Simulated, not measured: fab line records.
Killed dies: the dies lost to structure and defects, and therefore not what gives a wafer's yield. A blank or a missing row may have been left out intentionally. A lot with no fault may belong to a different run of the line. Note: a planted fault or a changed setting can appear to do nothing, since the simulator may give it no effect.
Which tool was responsible? -- flow nand harc -- 6 lots with 18 wafers sampled at 5 steps, on a route of 1302 steps

WHAT THE GAUGES READ, wafer by wafer
NHARC_END_SORT_01.
lot,measured,on,killed at array
L849,day 30 19:50,prober-02,110 140 138

WHAT TOOL EACH LOT RAN ON (gives the tool, then ch and the chambers of the sampled wafers, and finally the start)
lot,NHARC_A_CONTACT_ETCH_30,NHARC_THIN_TSV_CMP_01,NHARC_THIN_TSV_STRIP_62,NHARC_THIN_TSV_DESCUM_35
L835,"rie diel-10 ch 0,3, day 23 10:45","cmp-03 ch 0,1,3, day 24 20:01","plasma asher-02 ch 0,1, day 24 23:47","rie diel-13 ch 0,1, day 25 03:10"
L836,"rie diel-10 ch 0,1,2, day 23 12:55","cmp-03 ch 1,2, day 24 21:13","plasma asher-01 ch 0,1, day 25 01:05","rie diel-09 ch 1,3, day 25 04:32"
L840,"rie diel-10 ch 1,2, day 25 11:40","cmp-03 ch 0,2,3, day 26 18:26","plasma asher-01 ch 1, day 26 22:20","rie diel-08 ch 1,2,3, day 27 01:48"
L843,"rie diel-10 ch 1,2, day 26 12:04","cmp-03 ch 0,1, day 27 20:32","plasma asher-01 ch 0,1, day 28 00:27","rie diel-09 ch 0,1,2, day 28 03:56"
L849,"rie diel-10 ch 0,1, day 28 15:47","cmp-03 ch 1,3, day 30 02:55","plasma asher-02 ch 0,1, day 30 06:44","rie diel-08 ch 1,3, day 30 10:14"
L855,"rie diel-10 ch 0,3, day 31 15:50","cmp-02 ch 0,1,2, day 33 05:05","plasma asher-02 ch 0,1, day 33 08:49","rie diel-13 ch 0,1,3, day 33 12:39"
- NHARC_A_CONTACT_ETCH_30: etches the open film in CF4/CHF3, target depth 72.6 nm, time 36.3 s.
- NHARC_THIN_TSV_CMP_01: polishes.
- NHARC_THIN_TSV_STRIP_62: strips in N2/H2, time 20 s.
- NHARC_THIN_TSV_DESCUM_35: chemistry O2, time 3 s.

THE ANSWER, worked out from the rows above alone
Rule: usual is defined by the lots themselves. The widest of any qualifying gaps counts: lots, ordered by their means at a reading, are off when they make up no more than a third of the lots, leave a main group of 4 or more, and stand apart from it by 3 or more times the standard deviation of that group's means. The tables above print the reading to a certain number of digits; a main group whose means all agree to those digits is not used. Also off: a lot with no number at a reading for which 4 or more lots have one. The other lots that the step has rows for count as sound.
Across all readings shown, no lot is off: no conclusion can be drawn from this.

WHAT THE SIMULATOR HAD PUT IN
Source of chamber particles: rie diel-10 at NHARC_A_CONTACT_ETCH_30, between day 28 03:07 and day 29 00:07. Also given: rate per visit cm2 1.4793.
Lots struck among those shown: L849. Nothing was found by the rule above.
